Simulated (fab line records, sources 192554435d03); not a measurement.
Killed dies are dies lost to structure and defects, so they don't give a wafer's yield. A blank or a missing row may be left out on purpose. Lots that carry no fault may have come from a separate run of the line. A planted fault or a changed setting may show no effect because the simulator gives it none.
Matching of chambers / flow n5 finfet / rie diel-03 running N5_BEOL_M8_ETCH_72: 4 sister chambers
The step etches underlayer in N2/H2, target depth 6.5 nm, time 5.2 s. 22 wafers are shown with their chamber, then 11 later ones without.

## WAFERS, EACH WITH ITS CHAMBER
wafer=L078.4; chamber=3; throttle valve pct (%)=17.68; showerhead plenum p Torr (Torr)=2.43; oes product au (a.u.)=0.66
wafer=L078.5; chamber=2; throttle valve pct (%)=18.31; showerhead plenum p Torr (Torr)=2.62; oes product au (a.u.)=0.60
wafer=L078.6; chamber=3; throttle valve pct (%)=17.71; showerhead plenum p Torr (Torr)=2.43; oes product au (a.u.)=0.67
wafer=L079.2; chamber=2; throttle valve pct (%)=18.29; showerhead plenum p Torr (Torr)=2.62; oes product au (a.u.)=0.59
wafer=L079.3; chamber=3; throttle valve pct (%)=17.70; showerhead plenum p Torr (Torr)=2.43; oes product au (a.u.)=0.65
wafer=L079.6; chamber=2; throttle valve pct (%)=18.26; showerhead plenum p Torr (Torr)=2.62; oes product au (a.u.)=0.59
wafer=L082.1; chamber=0; throttle valve pct (%)=17.67; showerhead plenum p Torr (Torr)=2.47; oes product au (a.u.)=0.73
wafer=L082.4; chamber=1; throttle valve pct (%)=17.41; showerhead plenum p Torr (Torr)=2.65; oes product au (a.u.)=0.65
wafer=L082.6; chamber=3; throttle valve pct (%)=17.70; showerhead plenum p Torr (Torr)=2.43; oes product au (a.u.)=0.65
wafer=L084.2; chamber=2; throttle valve pct (%)=18.33; showerhead plenum p Torr (Torr)=2.61; oes product au (a.u.)=0.58
wafer=L084.5; chamber=3; throttle valve pct (%)=17.70; showerhead plenum p Torr (Torr)=2.43; oes product au (a.u.)=0.63
wafer=L084.6; chamber=0; throttle valve pct (%)=17.68; showerhead plenum p Torr (Torr)=2.47; oes product au (a.u.)=0.72
wafer=L087.1; chamber=0; throttle valve pct (%)=17.67; showerhead plenum p Torr (Torr)=2.47; oes product au (a.u.)=0.71
wafer=L087.2; chamber=3; throttle valve pct (%)=17.71; showerhead plenum p Torr (Torr)=2.42; oes product au (a.u.)=0.63
wafer=L087.3; chamber=1; throttle valve pct (%)=17.43; showerhead plenum p Torr (Torr)=2.65; oes product au (a.u.)=0.64
wafer=L087.4; chamber=2; throttle valve pct (%)=18.33; showerhead plenum p Torr (Torr)=2.61; oes product au (a.u.)=0.57
wafer=L087.5; chamber=1; throttle valve pct (%)=17.41; showerhead plenum p Torr (Torr)=2.65; oes product au (a.u.)=0.64
wafer=L087.6; chamber=2; throttle valve pct (%)=18.30; showerhead plenum p Torr (Torr)=2.61; oes product au (a.u.)=0.57
wafer=L090.1; chamber=1; throttle valve pct (%)=17.43; showerhead plenum p Torr (Torr)=2.64; oes product au (a.u.)=0.64
wafer=L090.2; chamber=3; throttle valve pct (%)=17.74; showerhead plenum p Torr (Torr)=2.42; oes product au (a.u.)=0.64
wafer=L090.3; chamber=0; throttle valve pct (%)=17.67; showerhead plenum p Torr (Torr)=2.46; oes product au (a.u.)=0.72
wafer=L090.4; chamber=2; throttle valve pct (%)=18.31; showerhead plenum p Torr (Torr)=2.61; oes product au (a.u.)=0.57

SIGNATURES (means of the wafers above)
reading=throttle valve pct; chamber 0=17.6725; chamber 1=17.4200; chamber 2=18.3043; chamber 3=17.7057; scatter within a chamber=0.0183
reading=showerhead plenum p Torr; chamber 0=2.4675; chamber 1=2.6475; chamber 2=2.6143; chamber 3=2.4271; scatter within a chamber=0.00508
reading=oes product au; chamber 0=0.7200; chamber 1=0.6425; chamber 2=0.5814; chamber 3=0.6471; scatter within a chamber=0.0118
Rule: distance of a wafer from a chamber = root of the sum over the readings of ((wafer's reading minus chamber's mean) / reading's scatter) squared. The wafer belongs to the nearest chamber; if the next one is less than 2 further off, it can't be placed. How the scatter is found: for the shown wafers, subtract from each reading the mean of its chamber, square and add these, divide the total by (wafers less chambers), then take the root.

## WAFERS WITHOUT THEIR CHAMBER
wafer=L090.5; throttle valve pct (%)=17.42; showerhead plenum p Torr (Torr)=2.64; oes product au (a.u.)=0.64
wafer=L090.6; throttle valve pct (%)=17.69; showerhead plenum p Torr (Torr)=2.46; oes product au (a.u.)=0.70
wafer=L095.2; throttle valve pct (%)=17.68; showerhead plenum p Torr (Torr)=2.46; oes product au (a.u.)=0.70
wafer=L095.3; throttle valve pct (%)=17.76; showerhead plenum p Torr (Torr)=2.42; oes product au (a.u.)=0.62
wafer=L095.5; throttle valve pct (%)=17.48; showerhead plenum p Torr (Torr)=2.64; oes product au (a.u.)=0.64
wafer=L097.1; throttle valve pct (%)=17.69; showerhead plenum p Torr (Torr)=2.46; oes product au (a.u.)=0.70
wafer=L097.2; throttle valve pct (%)=17.75; showerhead plenum p Torr (Torr)=2.42; oes product au (a.u.)=0.63
wafer=L097.3; throttle valve pct (%)=17.47; showerhead plenum p Torr (Torr)=2.64; oes product au (a.u.)=0.64
wafer=L097.4; throttle valve pct (%)=17.71; showerhead plenum p Torr (Torr)=2.46; oes product au (a.u.)=0.70
wafer=L097.5; throttle valve pct (%)=17.49; showerhead plenum p Torr (Torr)=2.64; oes product au (a.u.)=0.62
wafer=L097.6; throttle valve pct (%)=17.73; showerhead plenum p Torr (Torr)=2.42; oes product au (a.u.)=0.62

## EACH ONE'S CHAMBER
wafer=L090.5; from the rows above=1; in truth=1
wafer=L090.6; from the rows above=0; in truth=0
wafer=L095.2; from the rows above=0; in truth=0
wafer=L095.3; from the rows above=3; in truth=3
wafer=L095.5; from the rows above=1; in truth=1
wafer=L097.1; from the rows above=0; in truth=0
wafer=L097.2; from the rows above=3; in truth=3
wafer=L097.3; from the rows above=1; in truth=1
wafer=L097.4; from the rows above=0; in truth=0
wafer=L097.5; from the rows above=1; in truth=1
wafer=L097.6; from the rows above=3; in truth=3
Correctly placed: 11 of 11. Number that these rows cannot place: 0. Number placed wrongly: 0.
